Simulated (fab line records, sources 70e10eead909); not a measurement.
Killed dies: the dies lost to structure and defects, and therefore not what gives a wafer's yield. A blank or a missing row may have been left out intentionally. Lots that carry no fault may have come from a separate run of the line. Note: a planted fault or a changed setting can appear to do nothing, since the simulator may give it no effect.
fab line records + flow nand-harc
record:
- lots: 11
- wafers: 33
- last-day: 34
route steps=1302 shown A_ONON_D2@569 A_CHANNEL_HOLE_D2@586 END@1302
lots that met no fault: from a run of the same line without faults
start-h: start of the lot's first displayed wafer, in hours after the record's first day + wait-h: how many hours have passed since the lot's step before this one + " the same as in the row above + L1.1+2: a row that stands for several wafers + - no value present, or no start provided + * or withheld: withheld + < > ~ a bound
route shown NAME@n: names a module that has steps shown in the file, with the first one's number in the route + usual: the fault-free wafers' mean and standard deviation + same: alike in all rows + chamber/n: place in a boat + sites: each site's reading + _std_site: how widely they spread, as a standard deviation + _edge_site: mean of outer sites minus mean of inner sites + radius-mm: how far each site lies from the wafer's centre + mask NAME#n: copy n + behind: the last tool/chamber to shape the wafer + hold: the reason the lot was held/the length of the hold in hours/how it ended + device: the transistor (n, p or np) that didn't switch + end of line: the tests these same wafers got at the end of their route + a step with no rows: only its recipe + killed: not the wafer's yield, but the dies lost to structure and defects at the first sort + map: per-die view of a wafer (x killed, . not killed, _ where there is no die)
set.NAME: the run value of the setting; set.NAME@STEP: its run value at that earlier step + model.NAME: the simulator's own value behind a step, which no gauge read
one table for each step of the route and one row for each wafer, over a sample of lots
services: when a tool's chamber went out of use (start-h, in hours from the record's first day, below 0 if earlier), for how many hours, and the reason
== steps ==
step: NHARC_A_ONON_D2_INSPECT_32
usual:
- raw-defect-count: 404/150
| lot.wafer | tool              | chamber | start-h | wait-h | raw-defect-count |
|-----------|-------------------|---------|---------|--------|------------------|
| L825.2    | defect-inspect-01 | -       | 300.17  | 0.0    | 509              |
| L825.3    | "                 | -       | "       | "      | 604              |
| L825.5    | "                 | -       | "       | "      | 382              |
| L826.1    | defect-inspect-02 | -       | 309.72  | 0.0    | 277              |
| L826.2    | "                 | -       | "       | "      | 408              |
| L826.4    | "                 | -       | "       | "      | 468              |
| L827.2    | defect-inspect-02 | -       | 318.29  | 0.0    | 501              |
| L827.4    | "                 | -       | "       | "      | 323              |
| L827.6    | "                 | -       | "       | "      | 399              |
| L829.2    | defect-inspect-02 | -       | 349.55  | 0.0    | 255              |
| L829.4    | "                 | -       | "       | "      | 320              |
| L829.6    | "                 | -       | "       | "      | 258              |
| L835.2    | defect-inspect-01 | -       | 393.92  | 0.1    | 447              |
| L835.3    | "                 | -       | "       | "      | 502              |
| L835.5    | "                 | -       | "       | "      | 244              |
| L840.1    | defect-inspect-01 | -       | 450.62  | 0.0    | 330              |
| L840.2    | "                 | -       | "       | "      | 254              |
| L840.6    | "                 | -       | "       | "      | 359              |
| L842.1    | defect-inspect-02 | -       | 468.39  | 0.0    | 379              |
| L842.2    | "                 | -       | "       | "      | 367              |
| L842.6    | "                 | -       | "       | "      | 240              |
| L844.1    | defect-inspect-01 | -       | 509.15  | 0.0    | 373              |
| L844.2    | "                 | -       | "       | "      | 1014             |
| L844.5    | "                 | -       | "       | "      | 478              |
| L845.1    | defect-inspect-02 | -       | 509.16  | 0.0    | 208              |
| L845.2    | "                 | -       | "       | "      | 227              |
| L845.5    | "                 | -       | "       | "      | 206              |
| L846.1    | defect-inspect-02 | -       | 517.12  | 0.0    | 675              |
| L846.3    | "                 | -       | "       | "      | 497              |
| L846.4    | "                 | -       | "       | "      | 860              |
| L847.2    | defect-inspect-02 | -       | 532.19  | 0.0    | 307              |
| L847.5    | "                 | -       | "       | "      | 590              |
| L847.6    | "                 | -       | "       | "      | 780              |
step: NHARC_A_CHANNEL_HOLE_D2_ETCH_38
recipe:
- target-depth-a: 390
- over-etch-frac: 0.3
- time-s: 65
- ion-energy-ev: 80
- cf4-flow-sccm: 150
- ar-flow-sccm: 0
- rf-w: 300
- bias-w: 100
- chemistry: CF4
usual:
- drypump-motor-current-A: 5.4/0.39
- mfc-ar-sccm: 0.015/0.015
- oes-product-au: 1.000/0.011
- rf-vpp-V: 151.6/1
- showerhead-plenum-p-Torr: 1.79/0.049
- throttle-valve-pct: 13.284/0.0095
| lot.wafer | tool        | chamber | start-h | wait-h | drypump-motor-current-A | mfc-ar-sccm | oes-product-au | rf-hours-counter-h | rf-vpp-V | showerhead-plenum-p-Torr | throttle-valve-pct |
|-----------|-------------|---------|---------|--------|-------------------------|-------------|----------------|--------------------|----------|--------------------------|--------------------|
| L825.3    | rie-diel-12 | 2       | 304.51  | 0.1    | 4.9                     | 0.035       | 0.993          | 0.9                | 152.8    | 1.80                     | 13.276             |
| L825.2    | "           | 0       | "       | "      | 5.3                     | 0           | 0.975          | 1.0                | 152.3    | 1.82                     | 13.276             |
| L825.5    | "           | 3       | "       | "      | 5.1                     | 0.028       | 1.004          | -                  | 153.2    | 1.81                     | 13.294             |
| L826.2    | rie-diel-12 | 2       | 320.19  | 0.1    | 4.9                     | 0.035       | 1.004          | 2.2                | 150.2    | 1.80                     | 13.271             |
| L826.4    | "           | 3       | "       | "      | 5.1                     | 0.028       | 1.000          | 2.1                | 150.2    | 1.81                     | 13.284             |
| L826.1    | "           | 1       | "       | "      | 6.0                     | 0.028       | 1.003          | 2.3                | 151.3    | 1.77                     | 13.281             |
| L827.4    | rie-diel-08 | 0       | 323.16  | 0.1    | 5.5                     | 0           | 1.008          | 9.3                | 150.8    | 1.66                     | 13.279             |
| L827.2    | "           | 3       | "       | "      | 6.0                     | 0.009       | 0.992          | 7.5                | 152.5    | 1.87                     | 13.284             |
| L827.6    | "           | 0       | "       | "      | 5.5                     | 0           | 1.007          | -                  | 151.2    | 1.66                     | 13.289             |
| L829.4    | rie-diel-12 | 2       | 357.24  | 0.1    | 4.9                     | 0.035       | 1.001          | 3.6                | 151.5    | 1.80                     | 13.277             |
| L829.2    | "           | 3       | "       | "      | 5.1                     | 0.028       | 1.009          | 4.1                | 152.3    | 1.81                     | 13.288             |
| L829.6    | "           | 1       | "       | "      | 6.1                     | 0.028       | 0.985          | -                  | 150.0    | 1.77                     | 13.296             |
| L835.3    | rie-diel-12 | 3       | 396.91  | 0.1    | 5.1                     | 0.028       | 1.009          | 6.7                | 152.2    | 1.81                     | 13.275             |
| L835.2    | "           | 2       | "       | "      | 4.9                     | 0.035       | 1.000          | 6.1                | 151.4    | 1.80                     | 13.284             |
| L835.5    | "           | 0       | "       | "      | 5.3                     | 0           | 0.988          | -                  | 152.5    | 1.82                     | 13.286             |
| L840.1    | rie-diel-08 | 2       | 453.66  | 0.1    | 5.3                     | 0.024       | 0.988          | 4.9                | 151.5    | 1.82                     | 13.267             |
| L840.2    | "           | 3       | "       | "      | 6.0                     | 0.009       | 1.002          | 5.6                | 152.1    | 1.87                     | 13.287             |
| L840.6    | "           | 0       | "       | "      | 5.5                     | 0           | 1.002          | -                  | 149.9    | 1.66                     | 13.283             |
| L842.2    | rie-diel-08 | 3       | 472.16  | 0.1    | 6.0                     | 0.009       | 1.007          | 7.3                | 153.7    | 1.86                     | 13.287             |
| L842.1    | "           | 0       | "       | "      | 5.5                     | 0           | 1.006          | 6.4                | 149.4    | 1.66                     | 13.291             |
| L842.6    | "           | 2       | "       | "      | 5.3                     | 0.024       | 1.009          | -                  | 152.1    | 1.82                     | 13.297             |
| L844.1    | rie-diel-01 | 0       | 514.84  | 0.1    | 5.0                     | 0           | 1.005          | 5.6                | 152.2    | 1.81                     | 13.273             |
| L844.2    | "           | 1       | "       | "      | 5.3                     | 0.006       | 1.010          | 5.3                | 151.8    | 1.74                     | 13.272             |
| L844.5    | "           | 3       | "       | "      | 5.6                     | 0           | 1.010          | -                  | 152.1    | 1.75                     | 13.298             |
| L845.1    | rie-diel-08 | 3       | 515.38  | 0.1    | 6.0                     | 0.009       | 0.995          | 9.9                | 152.5    | 1.86                     | 13.285             |
| L845.2    | "           | 2       | "       | "      | 5.3                     | 0.024       | 0.986          | 8.9                | 151.4    | 1.82                     | 13.297             |
| L845.5    | "           | 3       | "       | "      | 6.0                     | 0.009       | 1.001          | -                  | 150.6    | 1.86                     | 13.271             |
| L846.3    | rie-diel-12 | 2       | 520.11  | 0.1    | 4.9                     | 0.035       | 1.002          | 2.7                | 153.4    | 1.79                     | 13.290             |
| L846.1    | "           | 0       | "       | "      | 5.3                     | 0           | 0.976          | 2.3                | 152.0    | 1.82                     | 13.279             |
| L846.4    | "           | 1       | "       | "      | 6.0                     | 0.028       | 0.984          | 2.7                | 150.8    | 1.77                     | 13.285             |
| L847.2    | rie-diel-12 | 2       | 535.92  | 0.1    | 4.9                     | 0.035       | 1.001          | 3.5                | 152.6    | 1.79                     | 13.306             |
| L847.5    | "           | 3       | "       | "      | 5.1                     | 0.028       | 1.005          | -                  | 152.2    | 1.81                     | 13.306             |
| L847.6    | "           | 0       | "       | "      | 5.3                     | 0           | 0.982          | -                  | 153.0    | 1.82                     | 13.280             |
step: NHARC_A_CHANNEL_HOLE_D2_ETCH_39
recipe:
- target-depth-a: 2600
- over-etch-frac: 0.3
- time-s: 325
- ion-energy-ev: 200
- n2-flow-sccm: 150
- h2-flow-sccm: 150
- ar-flow-sccm: 0
- rf-w: 400
- bias-w: 150
- chemistry: N2/H2
usual:
- drypump-motor-current-A: 5.4/0.39
- mfc-ar-sccm: 0.017/0.015
- oes-product-au: 0.999/0.011
- rf-vpp-V: 431.3/1.8
- showerhead-plenum-p-Torr: 2.07/0.059
- throttle-valve-pct: 14.170/0.0089
| lot.wafer | tool        | chamber | start-h | wait-h | drypump-motor-current-A | mfc-ar-sccm | oes-product-au | rf-hours-counter-h | rf-vpp-V | showerhead-plenum-p-Torr | throttle-valve-pct |
|-----------|-------------|---------|---------|--------|-------------------------|-------------|----------------|--------------------|----------|--------------------------|--------------------|
| L825.3    | rie-diel-12 | 2       | -       | -      | 4.9                     | 0.035       | 1.001          | 0.9                | 431.5    | 2.08                     | 14.165             |
| L825.2    | "           | 3       | "       | "      | 5.1                     | 0.028       | 1.006          | 1.0                | 432.7    | 2.10                     | 14.173             |
| L825.5    | "           | 2       | "       | "      | 4.9                     | 0.035       | 0.995          | -                  | 431.3    | 2.08                     | 14.172             |
| L826.2    | rie-diel-12 | 3       | -       | -      | 5.1                     | 0.028       | 1.014          | 2.2                | 432.8    | 2.10                     | 14.171             |
| L826.1    | "           | 1       | "       | "      | 6.0                     | 0.028       | 0.995          | 2.3                | 431.1    | 2.04                     | 14.158             |
| L826.4    | "           | 2       | "       | "      | 4.9                     | 0.035       | 0.996          | 2.2                | 430.8    | 2.08                     | 14.177             |
| L827.2    | rie-diel-08 | 0       | -       | -      | 5.5                     | 0           | 1.017          | 9.4                | 424.8    | 1.90                     | 14.169             |
| L827.4    | "           | 3       | "       | "      | 6.0                     | 0.009       | 0.986          | 7.5                | 434.9    | 2.17                     | 14.164             |
| L827.6    | "           | 0       | "       | "      | 5.5                     | 0           | 1.007          | -                  | 426.6    | 1.90                     | 14.165             |
| L829.2    | rie-diel-12 | 0       | -       | -      | 5.3                     | 0           | 0.982          | 4.5                | 433.2    | 2.11                     | 14.173             |
| L829.4    | "           | 3       | "       | "      | 5.1                     | 0.028       | 1.002          | 4.2                | 432.5    | 2.10                     | 14.173             |
| L829.6    | "           | 1       | "       | "      | 6.1                     | 0.028       | 0.991          | -                  | 431.7    | 2.04                     | 14.180             |
| L835.3    | rie-diel-12 | 2       | -       | -      | 4.9                     | 0.035       | 0.991          | 6.1                | 432.0    | 2.07                     | 14.152             |
| L835.2    | "           | 3       | "       | "      | 5.1                     | 0.028       | 1.005          | 6.8                | 433.0    | 2.10                     | 14.184             |
| L835.5    | "           | 2       | "       | "      | 4.9                     | 0.035       | 1.000          | -                  | 431.6    | 2.07                     | 14.160             |
| L840.1    | rie-diel-08 | 3       | -       | -      | 6.0                     | 0.009       | 1.009          | 5.7                | 433.4    | 2.16                     | 14.160             |
| L840.2    | "           | 0       | "       | "      | 5.5                     | 0           | 1.015          | 4.8                | 428.3    | 1.90                     | 14.168             |
| L840.6    | "           | 3       | "       | "      | 6.0                     | 0.009       | 0.999          | -                  | 433.8    | 2.16                     | 14.161             |
| L842.2    | rie-diel-08 | 2       | -       | -      | 5.3                     | 0.024       | 0.994          | 6.4                | 431.7    | 2.11                     | 14.179             |
| L842.1    | "           | 3       | "       | "      | 6.1                     | 0.009       | 0.999          | 7.3                | 433.7    | 2.16                     | 14.168             |
| L842.6    | "           | 1       | "       | "      | 5.1                     | 0           | 1.001          | -                  | 428.4    | 1.97                     | 14.174             |
| L844.2    | rie-diel-01 | 1       | -       | -      | 5.3                     | 0.006       | 1.005          | 5.4                | 428.9    | 2.01                     | 14.168             |
| L844.1    | "           | 2       | "       | "      | 5.9                     | 0.036       | 0.996          | 5.1                | 433.8    | 2.14                     | 14.173             |
| L844.5    | "           | 2       | "       | "      | 5.9                     | 0.036       | 1.005          | -                  | 433.8    | 2.14                     | 14.154             |
| L845.2    | rie-diel-08 | 1       | -       | -      | 5.1                     | 0           | 1.000          | 8.3                | 429.5    | 1.97                     | 14.167             |
| L845.1    | "           | 3       | "       | "      | 6.1                     | 0.009       | 0.993          | 10.0               | 432.8    | 2.16                     | 14.183             |
| L845.5    | "           | 2       | "       | "      | 5.3                     | 0.024       | 0.974          | -                  | 430.8    | 2.11                     | 14.172             |
| L846.1    | rie-diel-12 | 2       | -       | -      | 4.9                     | 0.035       | 0.998          | 2.8                | 432.4    | 2.07                     | 14.170             |
| L846.4    | "           | 3       | "       | "      | 5.1                     | 0.028       | 1.003          | 2.8                | 433.2    | 2.09                     | 14.174             |
| L846.3    | "           | 1       | "       | "      | 6.1                     | 0.028       | 0.995          | 2.7                | 429.2    | 2.04                     | 14.155             |
| L847.2    | rie-diel-12 | 2       | -       | -      | 4.8                     | 0.035       | 1.003          | 3.6                | 431.4    | 2.07                     | 14.192             |
| L847.6    | "           | 3       | "       | "      | 5.1                     | 0.028       | 1.007          | -                  | 431.9    | 2.09                     | 14.169             |
| L847.5    | "           | 2       | "       | "      | 4.9                     | 0.035       | 1.014          | -                  | 431.3    | 2.07                     | 14.164             |
step: NHARC_A_CHANNEL_HOLE_D2_ETCH_16
recipe:
- target-depth-a: 31000
- over-etch-frac: 0.3
- time-s: 806
- ion-energy-ev: 150
- o2-flow-sccm: 400
- cos-flow-sccm: 20
- ar-flow-sccm: 0
- rf-w: 500
- bias-w: 300
- chemistry: O2/COS
usual:
- drypump-motor-current-A: 5.4/0.38
- mfc-ar-sccm: 0.015/0.014
- oes-product-au: 0.999/0.012
- rf-vpp-V: 314.7/1.3
- showerhead-plenum-p-Torr: 3.16/0.082
- throttle-valve-pct: 28.329/0.0086
| lot.wafer | tool        | chamber | start-h | wait-h | drypump-motor-current-A | mfc-ar-sccm | oes-product-au | rf-hours-counter-h | rf-vpp-V | showerhead-plenum-p-Torr | throttle-valve-pct |
|-----------|-------------|---------|---------|--------|-------------------------|-------------|----------------|--------------------|----------|--------------------------|--------------------|
| L825.3    | rie-diel-12 | 1       | 305.01  | -      | 6.1                     | 0.028       | 1.003          | 1.2                | 314.8    | 3.13                     | 28.327             |
| L825.2    | "           | 3       | "       | "      | 5.1                     | 0.028       | 1.010          | 1.3                | 315.5    | 3.20                     | 28.320             |
| L825.5    | "           | 1       | "       | "      | 6.1                     | 0.028       | 1.002          | -                  | 314.3    | 3.13                     | 28.318             |
| L826.1    | rie-diel-12 | 0       | 320.63  | -      | 5.3                     | 0           | 0.976          | 2.6                | 316.2    | 3.22                     | 28.315             |
| L826.4    | "           | 2       | "       | "      | 4.9                     | 0.035       | 0.992          | 2.4                | 313.2    | 3.17                     | 28.320             |
| L826.2    | "           | 3       | "       | "      | 5.1                     | 0.028       | 1.009          | 2.5                | 313.5    | 3.20                     | 28.330             |
| L827.2    | rie-diel-08 | 2       | 323.60  | -      | 5.3                     | 0.024       | 1.017          | 10.5               | 315.5    | 3.22                     | 28.328             |
| L827.4    | "           | 1       | "       | "      | 5.1                     | 0           | 1.004          | 10.9               | 312.8    | 3.03                     | 28.330             |
| L827.6    | "           | 3       | "       | "      | 6.0                     | 0.009       | 0.996          | -                  | 318.2    | 3.30                     | 28.323             |
| L829.4    | rie-diel-12 | 0       | 357.67  | -      | 5.3                     | 0           | 0.999          | 4.8                | 315.2    | 3.21                     | 28.342             |
| L829.2    | "           | 1       | "       | "      | 6.0                     | 0.028       | 0.989          | 4.5                | 315.3    | 3.12                     | 28.325             |
| L829.6    | "           | 1       | "       | "      | 6.1                     | 0.028       | 1.000          | -                  | 314.2    | 3.12                     | 28.332             |
| L835.2    | rie-diel-12 | 3       | 397.35  | -      | 5.1                     | 0.028       | 1.021          | 7.0                | 316.8    | 3.20                     | 28.310             |
| L835.3    | "           | 2       | "       | "      | 4.9                     | 0.035       | 0.887          | 6.4                | 315.1    | 3.17                     | 28.318             |
| L835.5    | "           | 0       | "       | "      | 5.3                     | 0           | 0.987          | -                  | 316.0    | 3.21                     | 28.328             |
| L840.1    | rie-diel-08 | 2       | 454.18  | -      | 5.3                     | 0.024       | 1.005          | 5.3                | 315.5    | 3.22                     | 28.317             |
| L840.2    | "           | 0       | "       | "      | 5.5                     | 0           | 1.007          | 5.0                | 311.7    | 2.93                     | 28.324             |
| L840.6    | "           | 1       | "       | "      | 5.1                     | 0           | 1.002          | -                  | 313.2    | 3.03                     | 28.323             |
| L842.1    | rie-diel-08 | 1       | 472.66  | -      | 5.1                     | 0           | 1.003          | 5.8                | 311.6    | 3.03                     | 28.347             |
| L842.2    | "           | 3       | "       | "      | 6.0                     | 0.009       | 1.003          | 7.5                | 315.9    | 3.30                     | 28.324             |
| L842.6    | "           | 0       | "       | "      | 5.5                     | 0           | 0.995          | -                  | 310.2    | 2.93                     | 28.331             |
| L844.2    | rie-diel-01 | 3       | 515.39  | -      | 5.6                     | 0           | 1.005          | 4.8                | 313.5    | 3.09                     | 28.328             |
| L844.1    | "           | 0       | "       | "      | 5.0                     | 0           | 1.003          | 5.8                | 315.3    | 3.20                     | 28.332             |
| L844.5    | "           | 1       | "       | "      | 5.3                     | 0.006       | 1.014          | -                  | 314.3    | 3.08                     | 28.324             |
| L845.1    | rie-diel-08 | 3       | 515.88  | -      | 6.0                     | 0.009       | 1.010          | 10.2               | 315.1    | 3.29                     | 28.343             |
| L845.2    | "           | 0       | "       | "      | 5.5                     | 0           | 1.004          | 9.4                | 312.2    | 2.92                     | 28.318             |
| L845.5    | "           | 3       | "       | "      | 6.0                     | 0.009       | 1.000          | -                  | 318.2    | 3.29                     | 28.348             |
| L846.4    | rie-diel-12 | 0       | 520.56  | -      | 5.3                     | 0           | 0.973          | 2.5                | 315.2    | 3.21                     | 28.330             |
| L846.1    | "           | 2       | "       | "      | 4.9                     | 0.035       | 1.005          | 3.1                | 314.6    | 3.17                     | 28.332             |
| L846.3    | "           | 3       | "       | "      | 5.1                     | 0.028       | 0.999          | 3.1                | 314.5    | 3.20                     | 28.334             |
| L847.2    | rie-diel-12 | 0       | 536.43  | -      | 5.3                     | 0           | 0.971          | 3.6                | 314.8    | 3.21                     | 28.325             |
| L847.6    | "           | 0       | "       | "      | 5.3                     | 0           | 0.978          | -                  | 314.9    | 3.21                     | 28.325             |
| L847.5    | "           | 3       | "       | "      | 5.1                     | 0.028       | 1.006          | -                  | 315.5    | 3.20                     | 28.335             |
step: NHARC_END_SORT_01
recipe:
- temp-c: 25
usual:
- killed-at-array: 52/17
- killed-at-other: 0.9/1.2
- killed-at-periphery: 3.9/2.7
- killed-dies: 57/16
- killed-open: 3.3/1.9
- killed-short: 2.5/1.5
same:
- gross-dies: 677
| lot.wafer | tool      | chamber | start-h | wait-h | killed-at-array | killed-at-other | killed-at-periphery | killed-dies | killed-open | killed-short |
|-----------|-----------|---------|---------|--------|-----------------|-----------------|---------------------|-------------|-------------|--------------|
| L825.2    | prober-01 | 0       | 586.04  | 2.8    | 87              | 0               | 6                   | 93          | 8           | 3            |
| L825.3    | prober-01 | 0       | 586.84  | 3.1    | 75              | 0               | 5                   | 80          | 3           | 1            |
| L825.5    | prober-01 | 0       | 588.44  | 3.7    | 87              | 0               | 3                   | 90          | 3           | 2            |
| L835.2    | prober-01 | 0       | 670.54  | 2.8    | 51              | 0               | 3                   | 54          | 4           | 4            |
| L835.3    | prober-01 | 0       | 671.34  | 3.1    | 67              | 0               | 1                   | 68          | 2           | 0            |
| L835.5    | prober-01 | 0       | 672.92  | 3.7    | 50              | 2               | 6                   | 58          | 4           | 3            |
| L840.1    | prober-01 | 0       | 720.71  | 2.5    | 42              | 2               | 4                   | 48          | 3           | 5            |
| L840.2    | prober-01 | 0       | 721.50  | 2.8    | 54              | 1               | 6                   | 61          | 6           | 2            |
| L842.2    | prober-01 | 0       | 742.15  | 2.8    | 54              | 0               | 12                  | 66          | 6           | 2            |
| L842.6    | prober-01 | 0       | 745.28  | 3.9    | 53              | 1               | 8                   | 62          | 6           | 2            |
| L846.1    | prober-01 | 0       | 813.76  | 2.5    | 53              | 0               | 2                   | 55          | 3           | 3            |
| L846.3    | prober-01 | 0       | 815.39  | 3.1    | 49              | 0               | 3                   | 52          | 3           | 4            |
| L846.4    | prober-01 | 0       | 816.21  | 3.5    | 46              | 0               | 2                   | 48          | 1           | 0            |
killed by level:class
L825.2 A_CHANNEL_HOLE_D1:chamber-film-flake=27 A_CHANNEL_HOLE_D2:chamber-film-flake=23 A_SLIT:chamber-film-flake=20 A_STAIRCASE:chamber-film-flake=3 A_CHANNEL_FILL_D2:geometric-particle:open=2 P_M2:chamber-film-flake=2 A_CONTACT:chamber-film-flake=2 P_STI:geometric-particle:open=1
L825.3 A_CHANNEL_HOLE_D2:chamber-film-flake=35 A_CHANNEL_HOLE_D1:chamber-film-flake=25 A_SLIT:chamber-film-flake=8 P_M2:chamber-film-flake=2 A_STAIRCASE:chamber-film-flake=2 A_CONTACT:chamber-film-flake=2 P_M0:geometric-particle:short=1 P_M0:geometric-particle:open=1
L825.5 A_CHANNEL_HOLE_D1:chamber-film-flake=32 A_CHANNEL_HOLE_D2:chamber-film-flake=27 A_SLIT:chamber-film-flake=19 A_CONTACT:chamber-film-flake=5 A_CHANNEL_FILL_D2:geometric-particle:open=2 P_GATE:geometric-particle:open=1 A_DECK1_JOINT:geometric-particle:short=1 A_CHANNEL_FILL_D2:geometric-particle:short=1
L835.2 A_CHANNEL_HOLE_D1:chamber-film-flake=33 A_CHANNEL_HOLE_D2:chamber-film-flake=7 A_CHANNEL_FILL_D2:geometric-particle:open=2 A_CONTACT:chamber-film-flake=2 P_GATE:geometric-particle:short=1 A_CHANNEL_HOLE_D1:geometric-particle:short=1 A_CHANNEL_FILL_D1:geometric-particle:open=1 A_CHANNEL_FILL_D1:geometric-particle:short=1
L835.3 A_CHANNEL_HOLE_D1:chamber-film-flake=37 A_CHANNEL_HOLE_D2:chamber-film-flake=18 A_STAIRCASE:chamber-film-flake=3 A_M1:chamber-film-flake=3 A_ONON_D1:geometric-particle:open=1 A_CHANNEL_HOLE_D2:geometric-particle:open=1 P_GATE:chamber-film-flake=1 A_DECK1_JOINT:chamber-film-flake=1
L835.5 A_CHANNEL_HOLE_D1:chamber-film-flake=26 A_CHANNEL_HOLE_D2:chamber-film-flake=7 A_M1:chamber-film-flake=5 P_BONDPAD:chamber-film-flake=4 P_ZERO_WELL:chamber-film-flake=2 A_WL_FILL:chamber-film-flake=2 A_CHANNEL_FILL_D1:geometric-particle:short=1 A_SGD_CUT:geometric-particle:open=1
L840.1 A_STAIRCASE:chamber-film-flake=9 A_CHANNEL_HOLE_D2:chamber-film-flake=8 A_CHANNEL_HOLE_D1:chamber-film-flake=5 A_CONTACT:chamber-film-flake=5 A_SLIT:chamber-film-flake=4 A_BONDPAD:chamber-film-flake=3 A_CHANNEL_FILL_D1:geometric-particle:open=2 THIN_TSV:chamber-film-flake=2
L840.2 A_CHANNEL_HOLE_D2:chamber-film-flake=23 A_STAIRCASE:chamber-film-flake=7 A_CHANNEL_HOLE_D1:chamber-film-flake=4 A_SLIT:chamber-film-flake=4 A_CONTACT:chamber-film-flake=4 P_GATE:chamber-film-flake=3 A_ONON_D2:geometric-particle:open=2 A_BLC:geometric-particle:open=2
L842.2 A_CHANNEL_HOLE_D1:chamber-film-flake=33 P_M1:chamber-film-flake=10 A_SLIT:chamber-film-flake=10 A_ONON_D1:geometric-particle:short=2 A_DECK1_JOINT:geometric-particle:open=2 P_CONTACT:geometric-particle:open=1 P_M2:geometric-particle:open=1 A_CHANNEL_FILL_D1:geometric-particle:open=1
L842.6 A_CHANNEL_HOLE_D1:chamber-film-flake=34 A_SLIT:chamber-film-flake=8 P_M1:chamber-film-flake=6 A_CHANNEL_FILL_D2:chamber-film-flake=2 P_CONTACT:geometric-particle:open=1 A_CHANNEL_HOLE_D1:geometric-particle:open=1 A_CHANNEL_FILL_D2:geometric-particle:short=1 A_CHANNEL_FILL_D2:geometric-particle:open=1
L846.1 A_CHANNEL_HOLE_D2:chamber-film-flake=21 A_CHANNEL_HOLE_D1:chamber-film-flake=9 A_SLIT:chamber-film-flake=9 A_CONTACT:chamber-film-flake=4 A_CHANNEL_FILL_D2:geometric-particle:open=2 A_STAIRCASE:chamber-film-flake=2 P_STI:geometric-particle:short=1 P_M2:geometric-particle:open=1
L846.3 A_SLIT:chamber-film-flake=19 A_CHANNEL_HOLE_D1:chamber-film-flake=10 A_CHANNEL_HOLE_D2:chamber-film-flake=8 A_STAIRCASE:chamber-film-flake=3 A_CONTACT:chamber-film-flake=3 P_GATE:geometric-particle:short=1 P_M2:geometric-particle:short=1 A_CHANNEL_FILL_D1:geometric-particle:short=1
L846.4 A_CHANNEL_HOLE_D2:chamber-film-flake=25 A_SLIT:chamber-film-flake=13 A_CHANNEL_HOLE_D1:chamber-film-flake=3 P_GATE:chamber-film-flake=2 A_CONTACT:chamber-film-flake=2 A_STAIRCASE:chamber-film-flake=2 A_ONON_D2:geometric-particle:open=1
== services ==
| tool        | chamber | start-h | hours | kind   |
|-------------|---------|---------|-------|--------|
| rie-diel-08 | 0       | 295.68  | 2.3   | repair |
| rie-diel-08 | -       | 295.75  | 0.6   | repair |
| rie-diel-12 | 0       | 301.90  | -     | clean  |
| rie-diel-12 | 1       | 301.90  | -     | clean  |
| rie-diel-12 | 2       | 301.90  | -     | clean  |
| rie-diel-12 | 3       | 301.90  | -     | clean  |
| rie-diel-12 | 0       | 326.40  | -     | clean  |
| rie-diel-12 | 1       | 326.40  | -     | clean  |
| rie-diel-12 | 2       | 326.40  | -     | clean  |
| rie-diel-12 | 3       | 326.40  | -     | clean  |
| rie-diel-12 | 2       | 331.56  | 6.1   | repair |
| rie-diel-12 | 0       | 350.90  | -     | clean  |
| rie-diel-12 | 1       | 350.90  | -     | clean  |
| rie-diel-08 | -       | 367.80  | 9.0   | pm     |
| rie-diel-01 | 3       | 369.34  | 6.2   | repair |
| rie-diel-01 | 2       | 373.44  | 12.8  | repair |
| rie-diel-01 | -       | 380.81  | 9.0   | pm     |
| rie-diel-12 | 1       | 403.12  | 3.2   | repair |
| rie-diel-12 | -       | 445.40  | 9.0   | pm     |
| rie-diel-01 | 1       | 452.82  | 4.4   | repair |
| rie-diel-12 | 0       | 462.54  | 1.9   | repair |
| rie-diel-01 | 2       | 483.53  | 3.5   | repair |
| rie-diel-12 | 3       | 507.01  | 6.8   | repair |
| rie-diel-12 | 1       | 534.77  | 12.9  | repair |
== key ==
first-sign:
- step: NHARC_A_CHANNEL_HOLE_D2_ETCH_16
- reading: oes-product-au
- direction: down
- sigmas: 9.2
- usual: 0.999
- struck: 0.887
effect none on later readings
met-at NHARC_A_CHANNEL_HOLE_D2_ETCH_16
struck-lots L835
struck-wafers L835.3
tester-left-out L835
not-acting-at NHARC_A_ONON_D2_INSPECT_32,NHARC_A_CHANNEL_HOLE_D2_ETCH_38,NHARC_A_CHANNEL_HOLE_D2_ETCH_39
onset-between 320.63 397.35
fault:
- kind: process-parameter-drift
- tool: rie-diel-12
- chamber: 2
- onset-h: 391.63
- steps: NHARC_A_CHANNEL_HOLE_D2_ETCH_16
- channel: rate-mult
- offset: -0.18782
- shape: step
- end-h: 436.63
tester-left-out: of these lots the tester's yield and bins aren't shown, on N5 and GAA mostly nor the transistor test; their killed dies are dies lost to structure and defects alone, not to doping, threshold or leakage, so they don't give the yield
